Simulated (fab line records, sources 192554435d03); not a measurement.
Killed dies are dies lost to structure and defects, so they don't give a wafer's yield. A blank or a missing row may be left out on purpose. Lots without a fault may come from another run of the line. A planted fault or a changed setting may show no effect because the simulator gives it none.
fab line records | flow n5_finfet
record lots=8 wafers=24 last_day=18
route steps=1938 shown BEOL_M3@973 BEOL_M4@1111 PASSIVATION@1936
lots that met no fault: from a run of the same line without faults
start_h: hours from the record's first day to the start of the lot's first wafer shown | wait_h: hours since the lot's step before | " the same as in the row above | L1.1+2: a row that stands for several wafers | - no value, or no start given | * or withheld: withheld | < > ~ a bound
route shown NAME@n: a module of which the file shows steps, and the number in the route of the first | usual: mean/standard deviation of fault-free wafers | same: alike in all rows | chamber/n: place in a boat | sites: the reading at each site | _std_site: their standard deviation | _edge_site: outer sites' mean less inner sites' | radius_mm: how far each site lies from the wafer's centre | mask NAME#n: copy n | behind: the tool/chamber that last shaped the wafer | hold: why the lot was held/for how many hours/how that ended | device: the transistor (n, p or np) that didn't switch | end of line: the same wafers' tests at the end of the route | a step without rows: its recipe alone | killed: dies lost to structure and defects at the first sort, not the wafer's yield | map: a wafer's dies, x killed, . not, _ none there
set.NAME: the setting as run; set.NAME@STEP: as run at that earlier step | model.NAME: the simulator's own value behind a step, which no gauge read
steps of the route over a sample of lots; a table a step, a row a wafer
services: from which hour (start_h, from the record's first day; less than 0 if before it) a tool's chamber was out of use, for how many hours, and why
## steps
# step N5_BEOL_M3_ETCHBACK_99
# recipe chemistry=CHF3 target=SiO2 target_depth_a=50 time_s=10.4 source_w=215 bias_w=47 Ar_flow_sccm=200 CHF3_flow_sccm=12 ion_energy_ev=100 pressure_mtorr=30
# usual drypump_motor_current_A=5.8/0.54 oes_product_au=0.82/0.11 rf_vpp_V=239/3.9 showerhead_plenum_p_Torr=2.19/0.067 throttle_valve_pct=17.03/0.26
# columns lot.wafer tool chamber start_h wait_h drypump_motor_current_A oes_product_au rf_hours_counter_h rf_vpp_V showerhead_plenum_p_Torr throttle_valve_pct
L739.2 rie_diel-02 0 150.76 0.3 5.0 0.70 242 236 2.01 17.10
L739.3 " 3 " " 6.5 0.77 141 239 2.16 17.17
L739.6 " 0 " " 5.0 0.70 - 237 2.01 17.10
L742.2 rie_diel-04 1 161.09 0.3 5.4 0.68 237 240 2.22 17.05
L742.5 " 1 " " 5.4 0.68 - 241 2.22 17.04
L742.6 " 2 " " 5.7 0.70 - 241 2.23 17.17
L749.3 rie_diel-02 0 214.23 4.6 5.0 1.01 2 240 2.27 16.64
L749.4 " 2 " " 6.7 0.81 83 236 2.17 17.36
L749.5 " 2 " " 6.7 0.81 - 235 2.17 17.34
L750.1 rie_diel-02 3 219.74 3.2 6.5 0.76 167 238 2.15 17.21
L750.4 " 0 " " 5.0 1.01 4 239 2.27 16.65
L750.5 " 2 " " 6.7 0.81 - 236 2.17 17.35
L751.1 rie_diel-04 3 222.22 4.8 5.4 0.89 26 234 2.29 16.62
L751.2 " 2 " " 5.7 0.69 253 242 2.22 17.20
L751.5 " 0 " " 5.4 0.99 - 242 2.20 17.09
L760.1 rie_diel-02 2 268.81 1.3 6.7 0.79 101 237 2.17 17.38
L760.3 " 1 " " 6.2 0.87 26 242 2.12 17.05
L760.4 " 0 " " 5.0 0.97 18 240 2.27 16.68
L759.1 rie_diel-04 3 275.39 8.2 5.5 0.86 44 234 2.28 16.67
L759.4 " 1 " " 5.3 0.93 - 241 2.21 16.67
L759.6 " 0 " " 5.4 0.91 - 242 2.19 17.14
L762.1 rie_diel-04 3 291.96 5.8 5.4 0.86 50 235 2.28 16.68
L762.2 " 1 " " 5.3 0.91 14 242 2.21 16.68
L762.6 " 1 " " 5.3 0.91 - 241 2.21 16.66
# step N5_BEOL_M3_ETCH_70
# recipe chemistry=N2/H2 target=SOC target_depth_a=800 overetch_a=160 mask_material=SiARC temp_c=40 time_s=120 ion_energy_ev=200 pressure_mtorr=30 source_w=840 bias_w=150 n2_flow_sccm=200 h2_flow_sccm=200
# usual drypump_motor_current_A=5.8/0.54 h2_flow_sccm=200.0/0.6 n2_flow_sccm=200.0/0.59 oes_product_au=0.63/0.078 rf_vpp_V=525.2/2.4 showerhead_plenum_p_Torr=2.58/0.078 throttle_valve_pct=17.78/0.29
# columns lot.wafer tool chamber start_h wait_h drypump_motor_current_A h2_flow_sccm n2_flow_sccm oes_product_au rf_hours_counter_h rf_vpp_V showerhead_plenum_p_Torr throttle_valve_pct
L739.2 rie_diel-02 0 150.79 0.0 5.0 200.8 200.0 0.53 242 520.8 2.39 17.90
L739.3 " 3 " " 6.4 199.9 200.1 0.60 141 525.5 2.55 17.86
L739.6 " 0 " " 5.0 200.6 199.8 0.53 - 517.9 2.39 17.91
L742.2 rie_diel-04 1 161.13 0.0 5.3 199.8 198.7 0.53 237 524.9 2.62 17.92
L742.5 " 1 " " 5.3 200.1 199.1 0.53 - 527.5 2.62 17.91
L742.6 " 2 " " 5.7 199.7 199.5 0.53 - 526.3 2.61 17.78
L749.3 rie_diel-02 0 214.27 0.0 5.1 200.5 199.7 0.77 2 528.7 2.70 17.48
L749.4 " 2 " " 6.7 200.0 200.4 0.63 83 524.3 2.57 18.07
L749.5 " 2 " " 6.7 199.9 200.7 0.63 - 524.6 2.57 18.06
L750.1 rie_diel-02 3 219.77 0.0 6.5 200.6 200.9 0.58 167 522.1 2.54 17.89
L750.4 " 0 " " 5.0 200.9 199.0 0.75 4 529.2 2.70 17.47
L750.5 " 2 " " 6.7 200.4 200.6 0.62 - 525.3 2.57 18.08
L751.1 rie_diel-04 3 222.25 0.0 5.5 200.2 200.9 0.70 26 528.9 2.69 17.23
L751.2 " 2 " " 5.7 199.4 199.1 0.53 253 524.5 2.60 17.80
L751.5 " 0 " " 5.4 199.4 200.2 0.75 - 524.8 2.60 17.95
L760.1 rie_diel-02 2 268.85 0.0 6.7 199.8 199.5 0.62 101 523.6 2.56 18.08
L760.3 " 1 " " 6.2 200.4 200.2 0.67 26 522.3 2.49 17.85
L760.4 " 0 " " 5.1 199.9 200.2 0.72 18 528.0 2.69 17.49
L759.1 rie_diel-04 3 275.43 0.0 5.5 199.3 198.8 0.67 44 527.2 2.68 17.26
L759.4 " 1 " " 5.4 199.5 200.0 0.72 - 525.3 2.61 17.54
L759.6 " 0 " " 5.4 200.0 200.1 0.69 - 523.7 2.59 17.97
L762.1 rie_diel-04 3 292.00 0.0 5.4 199.2 201.3 0.67 50 528.4 2.68 17.24
L762.2 " 1 " " 5.4 202.0 199.3 0.70 14 526.0 2.61 17.58
L762.6 " 1 " " 5.4 199.9 199.8 0.70 - 524.8 2.61 17.56
# step N5_BEOL_M3_STRIP_36
# recipe chemistry=N2/H2 power_w=450 temp_c=40 pressure_mtorr=20 rf_frequency_hz=6e+07 overash_fraction=0.3 bias_power_w=7 h2_frac=0.5 n2_flow_sccm=200 h2_flow_sccm=200
# usual bias_power_w=6.999/0.021 chamber_pressure_mTorr=20.00/0.032 drypump_motor_current_A=5.8/0.54 h2_flow_sccm=200.1/0.61 n2_flow_sccm=200.0/0.67 oes_product_au=0.83/0.11 overash_fraction=0.3/0 rf_vpp_V=59.3/1.4 showerhead_plenum_p_Torr=2.58/0.079 throttle_valve_pct=23.7/0.35
# columns lot.wafer tool chamber start_h wait_h bias_power_w chamber_pressure_mTorr drypump_motor_current_A h2_flow_sccm n2_flow_sccm oes_product_au overash_fraction rf_hours_counter_h rf_vpp_V showerhead_plenum_p_Torr throttle_valve_pct
L739.2 rie_diel-02 0 150.95 0.0 7.000 19.95 5.1 200.0 200.3 0.71 0.3 242 58.7 2.38 23.7
L739.3 " 3 " " 6.996 20.05 6.5 199.7 200.6 0.78 0.3 141 58.6 2.54 23.6
L739.6 " 0 " " 7.034 20.03 5.1 199.5 199.4 0.69 0.3 - 58.1 2.38 23.7
L742.2 rie_diel-04 1 161.29 0.0 6.988 20.05 5.4 200.2 200.9 0.68 0.3 238 57.7 2.62 23.8
L742.5 " 1 " " 6.997 19.99 5.4 200.2 199.8 0.69 0.3 - 57.4 2.62 23.8
L742.6 " 2 " " 7.007 19.94 5.7 200.9 201.0 0.69 0.3 - 59.4 2.61 23.5
L749.3 rie_diel-02 0 214.43 0.0 - - - - - - - - - - -
L749.4 " 2 " " - - - - - - - - - - -
L749.5 " 2 " " - - - - - - - - - - -
L750.1 rie_diel-02 3 219.94 0.0 - - - - - - - - - - -
L750.4 " 0 " " - - - - - - - - - - -
L750.5 " 2 " " - - - - - - - - - - -
L751.1 rie_diel-04 3 222.42 0.0 - - - - - - - - - - -
L751.2 " 2 " " - - - - - - - - - - -
L751.5 " 0 " " - - - - - - - - - - -
L760.1 rie_diel-02 2 269.01 0.0 6.971 20.03 6.7 200.0 199.7 0.81 0.3 101 60.3 2.56 23.9
L760.3 " 1 " " 7.023 19.99 6.2 200.0 199.9 0.88 0.3 26 60.0 2.49 23.9
L760.4 " 0 " " 7.008 19.98 5.0 200.2 200.7 0.97 0.3 18 56.7 2.69 23.4
L759.1 rie_diel-04 3 275.59 0.0 6.998 20.01 5.5 201.2 199.1 0.88 0.3 44 56.4 2.68 23.0
L759.4 " 1 " " 7.026 19.97 5.3 200.3 199.8 0.93 0.3 - 58.0 2.60 23.6
L759.6 " 0 " " 6.986 20.07 5.4 199.4 199.9 0.90 0.3 - 57.6 2.59 24.1
L762.1 rie_diel-04 3 292.16 0.0 7.006 20.02 5.5 200.5 200.2 0.86 0.3 50 58.2 2.67 23.0
L762.2 " 1 " " 7.027 20.04 5.4 200.2 199.5 0.93 0.3 14 60.6 2.60 23.6
L762.6 " 1 " " 6.999 19.97 5.4 200.5 199.5 0.92 0.3 - 56.9 2.60 23.6
# step N5_BEOL_M3_TRENCH_ETCH_37
# recipe chemistry=C4F6/O2 target_depth_a=555.55 target=SiOC time_s=29.2 ion_energy_ev=250 pressure_mtorr=30 source_w=355 bias_w=185 Ar_flow_sccm=300 C4F6_flow_sccm=10 O2_flow_sccm=10
# usual drypump_motor_current_A=5.8/0.54 oes_product_au=0.82/0.1 rf_vpp_V=661/11 showerhead_plenum_p_Torr=2.89/0.086 throttle_valve_pct=20.83/0.26
# columns lot.wafer tool chamber start_h wait_h drypump_motor_current_A oes_product_au rf_hours_counter_h rf_vpp_V showerhead_plenum_p_Torr throttle_valve_pct
L739.2 rie_diel-02 0 - - 5.0 0.70 242 654 2.67 20.82
L739.3 " 3 " " 6.5 0.77 141 662 2.85 20.96
L739.6 " 0 " " 5.0 0.70 - 654 2.67 20.82
L742.2 rie_diel-04 1 - - 5.4 0.68 238 665 2.93 20.82
L742.5 " 1 " " 5.4 0.69 - 665 2.93 20.80
L742.6 " 2 " " 5.7 0.70 - 667 2.95 20.93
L749.3 rie_diel-02 0 214.47 0.0 5.0 1.02 2 665 3.00 20.45
L749.4 " 2 " " 6.7 0.81 83 654 2.87 21.17
L749.5 " 2 " " 6.7 0.82 - 655 2.87 21.16
L750.1 rie_diel-02 3 219.98 0.0 6.5 0.76 167 660 2.84 21.00
L750.4 " 0 " " 5.1 1.02 4 664 3.00 20.44
L750.5 " 2 " " 6.8 0.81 - 653 2.87 21.16
L751.1 rie_diel-04 3 222.46 0.0 5.4 0.90 26 647 3.02 20.46
L751.2 " 2 " " 5.7 0.69 253 666 2.94 20.98
L751.5 " 0 " " 5.4 0.98 - 670 2.90 20.95
L760.1 rie_diel-02 2 - - 6.7 0.79 101 653 2.87 21.19
L760.3 " 1 " " 6.2 0.86 26 668 2.81 20.90
L760.4 " 0 " " 5.1 0.96 18 665 2.99 20.47
L759.1 rie_diel-04 3 - - 5.4 0.86 44 647 3.01 20.47
L759.4 " 1 " " 5.4 0.92 - 667 2.92 20.50
L759.6 " 0 " " 5.4 0.90 - 670 2.90 20.99
L762.1 rie_diel-04 3 - - 5.5 0.87 50 645 3.01 20.49
L762.2 " 1 " " 5.4 0.92 14 666 2.92 20.50
L762.6 " 1 " " 5.3 0.92 - 665 2.92 20.50
# step N5_BEOL_M4_RC_MEAS_101
# usual DIBL_N=36.0/1.7 DIBL_P=36.0/2 IOFF_N=0.156/0.028 IOFF_P=0.21/0.04 ION_N=673/12 ION_P=463/8.3 SS_N=71.4/0.6 SS_P=73.3/0.66 VT_N=250/3 VT_P=-250/3.8
# columns lot.wafer tool chamber start_h wait_h DIBL_N[mV/V] DIBL_P[mV/V] IOFF_N[nA/um] IOFF_P[nA/um] ION_N[uA/um] ION_P[uA/um] SS_N[mV/dec] SS_P[mV/dec] VT_N[mV] VT_P[mV]
L739.2 prober-01 0 165.53 0.2 35.2 35.4 0.146 0.20 668 470 71.2 73.2 252 -250
L739.3 " 0 " " 33.2 33.1 0.118 0.16 661 461 70.4 73.0 254 -253
L739.6 " 0 " " 33.7 34.3 0.132 0.19 667 458 71.0 72.7 252 -250
L742.2 prober-02 0 179.55 0.5 36.9 36.3 0.167 0.18 677 461 71.3 73.6 250 -254
L742.5 " 0 " " 36.9 35.9 0.153 0.18 660 448 71.9 73.7 255 -255
L742.6 " 0 " " 34.7 34.3 0.123 0.16 672 457 70.7 72.6 254 -254
L760.1 prober-02 0 296.62 0.0 34.3 34.3 0.137 0.20 671 463 71.6 73.4 252 -247
L760.3 " 0 " " 34.2 33.8 0.136 0.19 672 468 70.3 72.6 250 -249
L760.4 " 0 " " 34.4 34.6 0.143 0.21 675 472 70.9 73.2 249 -245
L759.1 prober-01 0 300.79 0.0 38.1 38.5 0.208 0.24 692 468 71.7 73.9 247 -249
L759.4 " 0 " " 37.2 36.4 0.179 0.20 673 455 71.9 73.5 249 -254
L759.6 " 0 " " 38.8 38.3 0.202 0.25 686 466 72.1 74.6 246 -250
L762.1 prober-02 0 312.58 0.0 36.8 37.8 0.184 0.23 694 471 71.0 73.2 246 -249
L762.2 " 0 " " 36.1 37.0 0.167 0.21 684 464 71.1 72.9 248 -251
L762.6 " 0 " " 36.3 36.7 0.166 0.21 680 459 71.8 73.4 247 -253
# step N5_PASSIVATION_PROBE_49
# usual defect_limited_yield=91.6/1.6 killed_at_M0_to_M3=31/10 killed_at_M4_up=14/6.3 killed_at_contacts=12/6.1 killed_at_front_end=39/12 killed_at_other=3.7/2.8 killed_dies=100/19 killed_on_rim=13/4.2 killed_open=66/14 killed_short=33/8.1 sort_bin_5_function=5.0/1.1 sort_bin_6_memory=3.2/0.66 sort_n_pass=1080/18 sort_yield_pct=91.6/1.6
# same gross_dies=1180 killed_at_back_side=0 sort_bin_4_leakage[%]=0 sort_bin_8_speed[%]=0
# columns lot.wafer tool chamber start_h wait_h defect_limited_yield[%] killed_at_M0_to_M3 killed_at_M4_up killed_at_contacts killed_at_front_end killed_at_other killed_dies killed_on_rim killed_open killed_short sort_bin_5_function[%] sort_bin_6_memory[%] sort_n_pass sort_yield_pct[%]
L749.3 prober-01 - 331.12 0.1 0 1106 12 8 51 3 1180 152 83 36 96.4 3.2 0 0
L749.4 prober-01 - 331.17 0.2 0 1115 12 11 37 5 1180 152 50 44 97.2 2.5 0 0
L749.5 prober-01 - 331.22 0.2 0 1118 20 13 28 1 1180 152 58 45 96.8 2.7 0 0
L751.1 prober-02 - 339.01 0.0 0 1103 16 7 52 2 1180 152 59 45 96.5 3.1 0 0
L751.2 prober-02 - 339.06 0.1 0 1082 24 23 43 8 1180 152 95 50 94.7 4.7 0 0
L751.5 prober-02 - 339.21 0.2 0 1100 19 6 52 3 1180 152 67 32 95.9 3.9 0 0
L750.1 prober-01 - 339.24 0.0 0 1126 11 5 31 7 1180 152 68 24 96.4 3.4 0 0
L750.4 prober-01 - 339.39 0.2 0 1130 15 4 29 2 1180 152 59 23 97.5 2.0 0 0
L750.5 prober-01 - 339.44 0.2 0 1137 9 4 22 8 1180 152 44 25 97.2 2.5 0 0
# killed by level:class
L749.3 BEOL_M3:area_etch=1058 BEOL_M0_SAQP:geometric_particle:open=15 FIN_SAQP:geometric_particle:short=13 BEOL_M3:geometric_particle:open=11 FIN_SAQP:geometric_particle:open=10 BEOL_M0_SAQP:geometric_particle:short=10 STI_FIN_REVEAL:geometric_particle:open=9 BEOL_M2:geometric_particle:open=8
L749.4 BEOL_M3:area_etch=1082 FIN_SAQP:geometric_particle:short=12 BEOL_M0_SAQP:geometric_particle:short=12 FIN_SAQP:geometric_particle:open=8 MOL_CONTACT_COAG:geometric_particle:open=8 BEOL_M0_SAQP:geometric_particle:open=6 BEOL_M3:geometric_particle:open=4 STI_FIN_REVEAL:geometric_particle:open=3
L749.5 BEOL_M3:area_etch=1075 BEOL_M0_SAQP:geometric_particle:short=17 MOL_CONTACT_COAG:geometric_particle:open=10 GATE_CUT:geometric_particle:short=8 BEOL_M0_SAQP:geometric_particle:open=7 BEOL_M3:geometric_particle:open=6 BEOL_M4:geometric_particle:open=6 STI_FIN_REVEAL:geometric_particle:open=5
L751.1 BEOL_M3:area_etch=1076 GATE_CUT:geometric_particle:short=13 FIN_SAQP:geometric_particle:open=10 FIN_SAQP:geometric_particle:short=8 BEOL_M3:geometric_particle:open=8 MOL_CONTACT_COAG:geometric_particle:open=7 BEOL_M0_SAQP:geometric_particle:short=7 BEOL_M5:geometric_particle:open=7
L751.2 BEOL_M3:area_etch=1035 MOL_CONTACT_COAG:geometric_particle:open=18 FIN_SAQP:geometric_particle:open=13 FIN_SAQP:geometric_particle:short=11 BEOL_M0_SAQP:geometric_particle:short=11 BEOL_M2:geometric_particle:open=8 BEOL_M3:geometric_particle:open=8 GATE_CUT:geometric_particle:short=7
L751.5 BEOL_M3:area_etch=1080 FIN_SAQP:geometric_particle:open=11 STI_FIN_REVEAL:geometric_particle:open=9 FIN_SAQP:geometric_particle:short=8 BEOL_M3:geometric_particle:open=7 GATE_CUT:geometric_particle:open=6 GATE_CUT:geometric_particle:short=6 MOL_CONTACT_COAG:geometric_particle:open=6
L750.1 BEOL_M3:area_etch=1088 BEOL_M2:geometric_particle:open=14 BEOL_M3:geometric_particle:open=12 FIN_SAQP:geometric_particle:open=10 GATE_CUT:geometric_particle:short=6 BEOL_M4:geometric_particle:open=6 DUMMY_GATE:geometric_particle:open=4 MOL_CONTACT_COAG:geometric_particle:open=4
L750.4 BEOL_M3:area_etch=1098 BEOL_M2:geometric_particle:open=9 FIN_SAQP:geometric_particle:open=8 BEOL_M3:geometric_particle:open=6 FIN_SAQP:geometric_particle:short=5 BEOL_M0_SAQP:geometric_particle:open=5 GATE_CUT:geometric_particle:short=4 BEOL_M1:geometric_particle:open=4
L750.5 BEOL_M3:area_etch=1111 BEOL_M2:geometric_particle:open=7 FIN_SAQP:geometric_particle:short=5 GATE_CUT:geometric_particle:short=5 BEOL_M4:geometric_particle:open=5 BEOL_M0_SAQP:geometric_particle:open=4 BEOL_M0:geometric_particle:open=4 BEOL_M3:geometric_particle:open=4
## services
# columns tool chamber start_h hours kind
rie_diel-04 3 136.00 - clean
rie_diel-04 3 136.00 - consumable_replace:focus_ring
rie_diel-04 3 136.00 - consumable_replace:showerhead
rie_diel-04 3 136.00 14.5 scheduled_down
rie_diel-04 3 136.00 14.5 vent_cycle
rie_diel-04 1 142.41 4.1 repair
rie_diel-02 1 158.69 - clean
rie_diel-02 1 158.69 - consumable_replace:focus_ring
rie_diel-02 1 158.69 32.3 scheduled_down
rie_diel-02 1 158.69 32.3 vent_cycle
rie_diel-04 0 184.42 - clean
rie_diel-04 0 184.42 - consumable_replace:esc
rie_diel-04 0 184.42 - consumable_replace:focus_ring
rie_diel-04 0 184.42 36.4 scheduled_down
rie_diel-04 0 184.42 36.4 vent_cycle
rie_diel-02 0 191.04 - clean
rie_diel-02 0 191.04 - consumable_replace:focus_ring
rie_diel-02 0 191.04 - consumable_replace:showerhead
rie_diel-02 0 191.04 13.5 scheduled_down
rie_diel-02 0 191.04 13.5 vent_cycle
rie_diel-04 1 220.95 - clean
rie_diel-04 1 220.95 - consumable_replace:focus_ring
rie_diel-04 1 220.95 21.6 scheduled_down
rie_diel-04 1 220.95 21.6 vent_cycle
## key
first_sign step=N5_BEOL_M3_STRIP_36 reading=tool_record direction=missing
effect step=N5_PASSIVATION_PROBE_49 reading=killed_at_M0_to_M3 direction=up sigmas=99+ usual=31 struck=1113
more_kills_born_at N5_BEOL_M3_ETCH_41@rie_diel-02=6512 N5_BEOL_M3_ETCH_41@rie_diel-04=3191
met_at N5_BEOL_M3_STRIP_36
struck_lots L749,L750,L751
later_rows_left_out L749.3,L749.4,L749.5,L750.1,L750.4,L750.5,L751.1,L751.2,L751.5
not_acting_at N5_BEOL_M3_ETCHBACK_99,N5_BEOL_M3_ETCH_70,N5_BEOL_M3_TRENCH_ETCH_37
onset_between 161.29 214.43
fault kind=skipped_step_whole tool=rie_diel-02,rie_diel-04 chamber=- onset_h=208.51 steps=N5_BEOL_M3_STRIP_36 scope=struck_lots_only
# later_rows_left_out: the simulator's readings of these wafers behind a module that went badly wrong aren't trusted and aren't shown, but for the sort
